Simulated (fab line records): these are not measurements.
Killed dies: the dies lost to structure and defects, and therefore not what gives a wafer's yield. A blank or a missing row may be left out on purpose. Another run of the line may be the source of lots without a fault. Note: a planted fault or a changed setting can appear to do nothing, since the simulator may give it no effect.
Comparing a struck lot with a sound one	flow nand_harc	17 out of 1302 route steps
Sound: these wafers, L221.1, L221.5, L221.6. The struck wafers were L227.1, L227.3, L227.4. The cause comes at the end.
At each step with rows: each side's tool, then ch and its chambers, then its first start. Under that, the readings that differ: sound wafers	struck wafers	difference of the means	sigmas: that difference in standard deviations of wafers without a fault.
alike: readings whose means differ by less than 2 such deviations, and words and numbers that are the same on both sides. not compared: withheld readings, readings that some wafer has no value for, bounds like >300 that may hide the same value, and numbers for which the record gives no deviation and whose values overlap.
The two part at a step that has a row with sigmas, a row that says differs or no value, or rows on one side only. When numbers do not overlap yet have no deviation, they are printed without sigmas and do not part them. Lack of a reading on every wafer of one side parts them only where that side has two or more wafers.

NHARC_P_GATE_CD_MEAS_46: target cd 720 nm.
  sound on cd_sem-01 ch 0, day 6 09:36; struck on cd_sem-02 ch 0, day 8 23:05
  alike: cd_nm
then, 1 step without rows for these wafers: NHARC_P_GATE_HARDBAKE_47 (time 80 s).
NHARC_P_GATE_DESCUM_48: chemistry O2, time 3 s.
  sound on rie_diel-05 ch 1,2,3, day 6 09:49; struck on rie_diel-05 ch 0,1,3, day 8 23:14
  alike: drypump_motor_current_A, o2_flow_sccm, oes_product_au, rf_vpp_V, showerhead_plenum_p_Torr, throttle_valve_pct
  not compared: rf_hours_counter_h
following that, these wafers have no rows for 1 step: NHARC_P_GATE_IMPLANT_49.
NHARC_P_GATE_STRIP_111: strips in N2/H2, time 250 s.
  sound on plasma_asher-01 ch 0,1, day 6 10:09; struck on plasma_asher-01 ch 0,1, day 8 23:40
  alike: drypump_motor_current_A, heater_power_w
  not compared: rf_hours_counter_h
NHARC_P_GATE_STRIP_75: strips in O2.
  sound on plasma_asher-01 ch 0,1, day 6 10:28; struck on plasma_asher-01 ch 0,1, day 8 23:55
  alike: drypump_motor_current_A, heater_power_w
  not compared: rf_hours_counter_h
then, 6 steps without rows for these wafers: NHARC_P_GATE_STRIP_50 (strips in SPM, time 900 s); NHARC_P_GATE_DEHYDRATE_51 (time 120 s); NHARC_P_GATE_HMDS_52 (time 30 s); NHARC_P_GATE_COAT_53; NHARC_P_GATE_SOFTBAKE_54 (time 95 s); NHARC_P_GATE_EBR_55.
NHARC_P_GATE_EXPOSE_56: exposes mask P PSD, target cd 720 nm.
  sound on krf_scanner-01 ch 0, day 6 11:14; struck on krf_scanner-01 ch 0, day 9 00:41
reading	sound	struck	difference	sigmas
mask	P_PSD#0 P_PSD#0 P_PSD#0	P_PSD_R1#0 P_PSD_R1#0 P_PSD_R1#0	differs	
  alike: exposure_dose_mJ_cm2
then, 2 steps without rows for these wafers: NHARC_P_GATE_PEB_57 (peb time 85 s); NHARC_P_GATE_DEVELOP_58 (time 70 s).
NHARC_P_GATE_CD_MEAS_59: target cd 720 nm.
  sound on cd_sem-01 ch 0, day 6 11:23; struck on cd_sem-02 ch 0, day 9 00:51
reading	sound	struck	difference	sigmas
cd_nm (nm)	720.1 720.0 720.1	706.4 706.0 707.2	-13.5	-10
then, 1 step without rows for these wafers: NHARC_P_GATE_HARDBAKE_60 (time 80 s).

## WHERE THEY PART
Earliest at NHARC_P_GATE_EXPOSE_56; latest, in this record, at NHARC_P_GATE_CD_MEAS_59.

WHY: what had been put in by the simulator
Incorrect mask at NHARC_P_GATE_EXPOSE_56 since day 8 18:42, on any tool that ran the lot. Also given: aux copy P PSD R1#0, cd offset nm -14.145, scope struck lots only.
